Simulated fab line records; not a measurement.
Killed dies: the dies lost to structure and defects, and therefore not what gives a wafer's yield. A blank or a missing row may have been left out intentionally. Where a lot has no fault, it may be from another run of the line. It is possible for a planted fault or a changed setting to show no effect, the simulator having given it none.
A struck lot beside a sound one || flow nand_harc || 18 steps out of a route of 1302
Sound: these wafers, L981.1, L981.2, L981.6. Struck: wafers L989.3, L989.4, L989.6. At the end, the cause is stated.
Order at every step that has rows: each side's tool, ch and its chambers, its first start. Under that, the readings that differ: sound wafers || struck wafers || difference of the means || sigmas: that difference in standard deviations of wafers without a fault.
alike: readings whose means differ by less than 2 such deviations, and words and numbers that are the same on both sides. not compared: withheld readings, readings that some wafer has no value for, bounds like >300 that may hide the same value, and numbers for which the record gives no deviation and whose values overlap.
The two part at a step that has a row with sigmas, a row that says differs or no value, or rows on one side only. When numbers do not overlap yet have no deviation, they are printed without sigmas and do not part them. A reading missing from all wafers of one side parts the sides only when that side holds two or more wafers.

first, 1 step without rows for these wafers: NHARC_P_BONDPAD_ETCH_37 (etches the open film in N2/H2, target depth 60 nm, overetch 18 nm, time 65.91 s).
NHARC_P_BONDPAD_ETCH_12: etches the open film in CHF3/O2, target depth 200 nm, time 100 s.
  sound: rie_diel-08 ch 1,2,3; struck: rie_diel-11 ch 0,2,3
  alike: drypump_motor_current_A, oes_product_au, rf_vpp_V, showerhead_plenum_p_Torr, throttle_valve_pct
  not compared: rf_hours_counter_h
NHARC_P_BONDPAD_CD_MEAS_13:
  sound: cd_sem-03 at day 11 03:49; struck: cd_sem-01 at day 14 16:58
  alike: cd_nm
then, 1 step without rows for these wafers: NHARC_P_BONDPAD_STRIP_15 (strips in O2).
NHARC_P_BONDPAD_ETCH_24: etches the open film in CF4/N2, target depth 30 nm, time 72.99 s.
  sound: rie_diel-05 ch 0,1,2; struck: rie_diel-05 ch 2,3
  alike: drypump_motor_current_A, oes_product_au, rf_vpp_V, showerhead_plenum_p_Torr, throttle_valve_pct
  not compared: rf_hours_counter_h
then, 1 step without rows for these wafers: NHARC_P_BONDPAD_STRIP_16 (strips in post etch residue remover, time 600 s).
NHARC_P_BONDPAD_DEGAS_25: time 60 s.
  sound: pvd_sputter-02 at day 11 04:26; struck: pvd_sputter-03 at day 14 17:35
  alike: heater_power_w, susceptor_temp_C
then, 4 steps without rows for these wafers: NHARC_P_BONDPAD_PRE_CLEAN_26 (time 30 s); NHARC_P_BONDPAD_PVD_17 (deposits TaN, target thk 5 nm, time 8.06 s); NHARC_P_BONDPAD_PVD_27 (deposits Cu, target thk 30 nm, time 20.49 s); NHARC_P_BONDPAD_ECD_18 (material Cu, target thk 400 nm).
NHARC_P_BONDPAD_ANNEAL_28: time 90 s.
  sound on rtp_anneal-01 ch 0, day 11 05:10; struck on rtp_anneal-01 ch 0, day 14 18:25
  alike: wafer_temp_C_max
NHARC_P_BONDPAD_CMP_19: polishes, t overpolish 30 s, cu recess touch 16 s, target thk 160.81 nm.
  sound on cmp-03 ch 0,1, day 11 05:33; struck on cmp-01 ch 2,3, day 14 18:40
  no value came back on the struck wafers for cu_recess_touch_s (s), edge_zone_pressure_frac, motor_current_A (A), overpolish_run_s (s); on the sound wafers cu_recess_touch_s (s) reads 16 16 16
NHARC_P_BONDPAD_THK_MEAS_20: measures by xrf.
  sound: film_metro-02 at day 11 05:50; struck: film_metro-01 at day 14 18:59
{"reading": "thk_nm (nm)", "sound": "162.0 158.8 161.5", "struck": "404.8 396.7 398.8", "difference": "+239.3", "sigmas": "+99 or more"}
then, 1 step without rows for these wafers: NHARC_P_BONDPAD_SRD_21 (time 30 s, dry time 20 s).
NHARC_P_BONDPAD_INSPECT_23:
  sound: defect_inspect-01 at day 11 06:03; struck: defect_inspect-02 at day 14 19:13
{"reading": "raw_defect_count", "sound": "277 346 303", "struck": "6098 6118 6052", "difference": "+5781", "sigmas": "+53"}
NHARC_P_BONDPAD_ACTIVATE_29: chemistry N2, time 60 s.
  sound on rie_diel-11 ch 1,2, day 11 06:07; struck on rie_diel-08 ch 0,1, day 14 19:17
  alike: drypump_motor_current_A, oes_product_au, rf_vpp_V, showerhead_plenum_p_Torr
  not compared: rf_hours_counter_h
-- record jumps: 18 days between struck wafers' starts before vs after; left off in module P_BONDPAD, resumes in module END, first step shown is number 1302 of the route --
NHARC_END_SORT_01:
  sound on prober-01 ch 0, day 28 15:08; struck on prober-01 ch 0, day 32 21:28
{"reading": "defect_limited_yield (%)", "sound": "91.9 91.7 91.6", "struck": "0 0 0", "difference": -92, "sigmas": -34}
{"reading": "killed_at_periphery", "sound": "4 10 7", "struck": "620 631 619", "difference": "+616", "sigmas": "+99 or more"}
{"reading": "killed_dies", "sound": "55 56 57", "struck": "677 677 677", "difference": "+621", "sigmas": "+34"}
{"reading": "sort_bin_3_pct (%)", "sound": "0.4 0.6 1.2", "struck": "92.0 93.2 91.9", "difference": "+91.6", "sigmas": "+99 or more"}
{"reading": "sort_n_pass", "sound": "622 621 620", "struck": "0 0 0", "difference": -621, "sigmas": -34}
{"reading": "sort_rim_yield_pct (%)", "sound": "88 84 87", "struck": "0 0 0", "difference": -86, "sigmas": -19}
{"reading": "sort_yield_pct (%)", "sound": "91.9 91.7 91.6", "struck": "0 0 0", "difference": -92, "sigmas": -34}
  alike: killed_at_array, killed_at_other, killed_open, killed_short, sort_bin_2_pct, sort_bin_4_pct

WHERE THEY PART
Earliest at NHARC_P_BONDPAD_CMP_19; latest, in this record, at NHARC_END_SORT_01.

WHY: what the simulator had put in
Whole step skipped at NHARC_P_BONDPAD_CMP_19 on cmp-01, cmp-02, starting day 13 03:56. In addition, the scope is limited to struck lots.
